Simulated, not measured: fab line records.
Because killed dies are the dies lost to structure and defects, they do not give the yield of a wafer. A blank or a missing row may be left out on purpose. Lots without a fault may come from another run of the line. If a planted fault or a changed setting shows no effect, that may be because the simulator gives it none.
Which of the tools did it? + flow n5-finfet + Sampling: 12 lots, 36 wafers, 2 of 1938 route steps

## WHAT THE GAUGES READ, wafer by wafer
N5_BEOL_M2_THK_MEAS_53: measures by xrf.
| lot  | measured     | on            | M2_THK (nm)    |
|------|--------------|---------------|----------------|
| L075 | day 7 11:42  | film-metro-01 | 39.5 38.0 39.0 |
| L077 | day 8 08:46  | film-metro-02 | 40.7 39.7 39.2 |
| L079 | day 8 11:26  | film-metro-01 | 40.3 38.1 37.2 |
| L081 | day 8 21:36  | film-metro-01 | 39.8 41.0 40.1 |
| L083 | day 9 10:35  | film-metro-01 | 36.8 37.7 40.1 |
| L085 | day 9 19:31  | film-metro-01 | 37.3 38.8 38.9 |
| L087 | day 10 12:31 | film-metro-02 | 39.0 40.3 40.2 |
| L088 | day 11 09:46 | film-metro-02 | 36.9 37.6 39.6 |
| L090 | day 11 13:49 | film-metro-02 | 40.5 39.3 39.7 |
| L093 | day 11 22:00 | film-metro-02 | 42.2 41.0 42.0 |
| L095 | day 12 13:46 | film-metro-01 | 39.5 42.6 39.4 |
| L097 | day 12 22:08 | film-metro-02 | 38.8 40.5 42.1 |

## WHICH TOOL RAN EACH LOT (tool, then ch and the chambers of the sampled wafers, then the start)
| lot  | N5_BEOL_M2_SPUTTER_79        |
|------|------------------------------|
| L075 | pvd-sputter-02, day 7 08:55  |
| L077 | pvd-sputter-01, day 7 21:44  |
| L079 | pvd-sputter-03, day 8 02:48  |
| L081 | pvd-sputter-02, day 8 18:19  |
| L083 | pvd-sputter-03, day 9 08:10  |
| L085 | pvd-sputter-03, day 9 17:11  |
| L087 | pvd-sputter-02, day 10 10:11 |
| L088 | pvd-sputter-02, day 11 07:24 |
| L090 | pvd-sputter-03, day 11 11:20 |
| L093 | pvd-sputter-03, day 11 19:40 |
| L095 | pvd-sputter-01, day 12 11:26 |
| L097 | pvd-sputter-03, day 12 19:48 |
- N5_BEOL_M2_SPUTTER_79: material Cu, target thk 4.5 nm, time 8.29 s.

## THE ANSWER, worked out from the rows above alone
Rule: usual is defined by the lots themselves. The widest of any qualifying gaps counts: lots, ordered by their means at a reading, are off when they make up no more than a third of the lots, leave a main group of 4 or more, and stand apart from it by 3 or more times the standard deviation of that group's means. If all means in a main group match to the digits the tables above print for the reading, that group is not used. Also off: a lot with no number at a reading for which 4 or more lots have one. Any other lot the step has rows for is counted as sound.
Nothing can be told from this: no lot is off at any reading shown.

## WHAT THE SIMULATOR PUT IN
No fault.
